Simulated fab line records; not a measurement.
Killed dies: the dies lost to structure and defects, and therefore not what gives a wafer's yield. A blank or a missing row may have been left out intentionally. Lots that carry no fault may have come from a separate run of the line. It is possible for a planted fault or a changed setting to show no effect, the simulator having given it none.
A single fault, viewed from 2 desks / flow n5Finfet / numbers are kept per desk, each desk with only its own; the story behind them comes last

== AT THE TOOL OWNER'S DESK: euvScanner-02 ==
The tool's own readings at N5_BEOL_M6_EXPOSE_25 (exposes mask V5, target cd 40 nm): means of the sampled wafers that have a number, for each lot that ran on this tool. Marked OUT: a lot whose mean sits more than 4 standard deviations from the usual mean, which makes it out of limits; the brackets give that distance.
Columns: A = exposureDoseMJCm2 at N5_BEOL_M6_EXPOSE_25, usual 44.93
lot=L733; first seen here=day 9 08:30; A=44.94
lot=L734; first seen here=day 9 08:32; A=44.96
lot=L737; first seen here=day 9 23:25; A=44.91
lot=L746; first seen here=day 12 18:53; A=39.85 (-99 or more) OUT
lot=L749; first seen here=day 12 20:50; A=40.83 (-87) OUT
This desk's finding: out of limits on L746, L749; first on L746, day 12 18:53 (exposureDoseMJCm2 at N5_BEOL_M6_EXPOSE_25). In limits: L733, L734, L737.

== FROM THE METROLOGY DESK ==
What the gauges read for every lot (on any tool): the sampled wafers with a number, averaged. Marked OUT: a lot whose mean sits more than 4 standard deviations from the usual mean, which makes it out of limits; the brackets give that distance. Of its 12 readings 7 are shown: the one that was out of limits first, and those that lie furthest out on some lot.
Columns: A = DIBL_P at N5_BEOL_M4_RC_MEAS_101, usual 36.5 mV/V; B = IOFF_N at N5_BEOL_M4_RC_MEAS_101, usual 0.16 nA/um; C = ION_N at N5_BEOL_M4_RC_MEAS_101, usual 675 uA/um; D = SS_N at N5_BEOL_M4_RC_MEAS_101, usual 71.6 mV/dec; E = SS_P at N5_BEOL_M4_RC_MEAS_101, usual 73.3 mV/dec; F = VT_N at N5_BEOL_M4_RC_MEAS_101, usual 249 mV; G = cdNm at N5_BEOL_M6_CD_MEAS_28, usual 40.09 nm
lot=L732; first seen here=day 8 07:23; A=36.9; B=0.15; C=673; D=71.3; E=73.4; F=250; G=39.88
lot=L733; first seen here=day 8 13:29; A=35.3; B=0.13; C=680; D=71.2; E=73.1; F=253; G=40.03
lot=L734; first seen here=day 8 14:43; A=37.2; B=0.17; C=675; D=72.1; E=73.8; F=248; G=40.35
lot=L737; first seen here=day 9 06:10; A=33.3; B=0.11; C=663; D=70.6; E=71.8; F=254; G=40.14
lot=L746; first seen here=day 11 18:43; A=37.7; B=0.16; C=667; D=72.4; E=73.9; F=251; G=36.75 (-14) OUT
lot=L749; first seen here=day 12 03:55; A=36.3; B=0.16; C=669; D=71.6; E=73.1; F=252; G=37.69 (-10) OUT
lot=L748; first seen here=day 12 06:17; A=38.8; B=0.23; C=691; D=72.2; E=73.5; F=242; G=40.02
lot=L753; first seen here=day 13 10:06; A=36.6; B=0.16; C=675; D=71.7; E=73.7; F=249; G=40.31
lot=L752; first seen here=day 13 10:11; A=36.1; B=0.15; C=671; D=71.6; E=74.0; F=250; G=40.01
This desk's finding: out of limits on L746, L749; first on L746, day 12 19:01 (cdNm at N5_BEOL_M6_CD_MEAS_28). In limits: L732, L733, L734, L737, L748, L753, L752.

== TAKEN TOGETHER ==
At day 12 18:53, on L746, L749, the tool owner's desk was in a position to raise an alarm.
On L746, L749, the metrology desk was in a position to raise an alarm at day 12 19:01.
Of the lots named, all ran N5_BEOL_M6_EXPOSE_25 on euvScanner-02.

== WHAT THE SIMULATOR PUT IN ==
Process parameters drifting: euvScanner-02 at N5_BEOL_M6_EXPOSE_25, beginning at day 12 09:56. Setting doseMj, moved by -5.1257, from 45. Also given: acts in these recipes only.
Shown lots that were struck: L746, L749.
Fault start to first reading out of limits, in hours, per desk: tool owner, 9; metrology, 9.
